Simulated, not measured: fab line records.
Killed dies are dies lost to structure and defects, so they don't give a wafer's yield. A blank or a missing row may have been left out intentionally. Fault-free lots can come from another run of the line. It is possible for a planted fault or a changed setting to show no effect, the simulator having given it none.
Chamber matching	flow nand harc	cmp-04 running NHARC_A_CHANNEL_FILL_D1_CMP_10: 4 sister chambers
The step polishes, target thk 150 nm. 24 wafers are shown with their chamber, then 12 later ones without.

== WAFERS WITH THEIR CHAMBER ==
wafer	chamber	motor current A (A)	time to endpoint s (s)	slurry filter dp kPa (kPa)
L074.2	1	12.0	11.2	13.60
L074.3	2	15.3	14.3	13.48
L074.5	1	12.2	13.7	13.37
L076.1	2	13.9	13.5	13.60
L076.2	1	11.9	11.6	13.50
L076.6	0	11.2	15.2	13.53
L078.2	2	14.6	15.2	13.85
L078.3	0	11.9	14.4	13.46
L078.6	2	13.8	15.5	13.60
L079.1	0	12.4	15.3	13.54
L079.3	1	12.3	14.1	13.55
L079.6	3	9.9	16.9	13.44
L082.2	0	11.6	18.7	13.72
L082.3	3	10.2	20.2	13.27
L082.4	1	12.4	14.8	13.53
L084.1	1	11.8	15.3	13.45
L084.2	2	14.1	18.1	13.38
L084.4	0	11.6	19.8	13.60
L086.1	3	10.1	18.5	13.43
L086.5	2	14.1	17.2	13.30
L086.6	1	11.7	14.4	13.46
L091.1	3	10.2	21.6	13.42
L091.2	1	12.9	14.9	13.45
L091.3	0	12.0	17.3	13.45

SIGNATURES, as means of the wafers listed above
reading	chamber 0	chamber 1	chamber 2	chamber 3	scatter within a chamber
motor current A	11.783	12.150	14.300	10.100	0.421
time to endpoint s	16.783	13.750	15.633	19.300	1.84
slurry filter dp kPa	13.5500	13.4887	13.5350	13.3900	0.121
Rule: distance of a wafer from a chamber = root of the sum over the readings of ((wafer's reading minus chamber's mean) / reading's scatter) squared. The wafer belongs to the nearest chamber; if the next one is less than 2 further off, it can't be placed. The scatter is the square root of a quotient: the sum, over the shown wafers, of each reading's squared deviation from its chamber's mean, divided by wafers minus chambers.

== WAFERS MISSING THEIR CHAMBER ==
wafer	motor current A (A)	time to endpoint s (s)	slurry filter dp kPa (kPa)
L092.4	9.9	15.3	13.34
L092.5	12.4	15.2	13.37
L092.6	10.7	17.8	13.65
L094.1	9.9	13.8	13.52
L094.2	12.5	9.4	13.53
L094.3	13.5	15.7	13.57
L095.4	14.2	15.7	13.39
L095.5	11.7	14.0	13.67
L095.6	11.3	17.3	13.58
L096.2	14.1	14.7	13.57
L096.3	11.5	17.5	13.78
L096.6	10.2	17.8	13.63

== WHICH CHAMBER EACH ONE RAN IN ==
wafer	from the rows above	in truth
L092.4	3	3
L092.5	can't be placed: 1 or 0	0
L092.6	can't be placed: 3 or 0 or 1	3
L094.1	can't be placed: 3 or 0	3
L094.2	can't be placed: 1 or 0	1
L094.3	can't be placed: 2 or 1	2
L095.4	2	2
L095.5	can't be placed: 0 or 1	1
L095.6	can't be placed: 0 or 1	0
L096.2	2	2
L096.3	can't be placed: 0 or 1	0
L096.6	can't be placed: 3 or 0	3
Correctly placed: 3 of 12. From these rows, 9 cannot be placed; in 9 the true chamber is one of the candidates. Wrongly placed: 0.
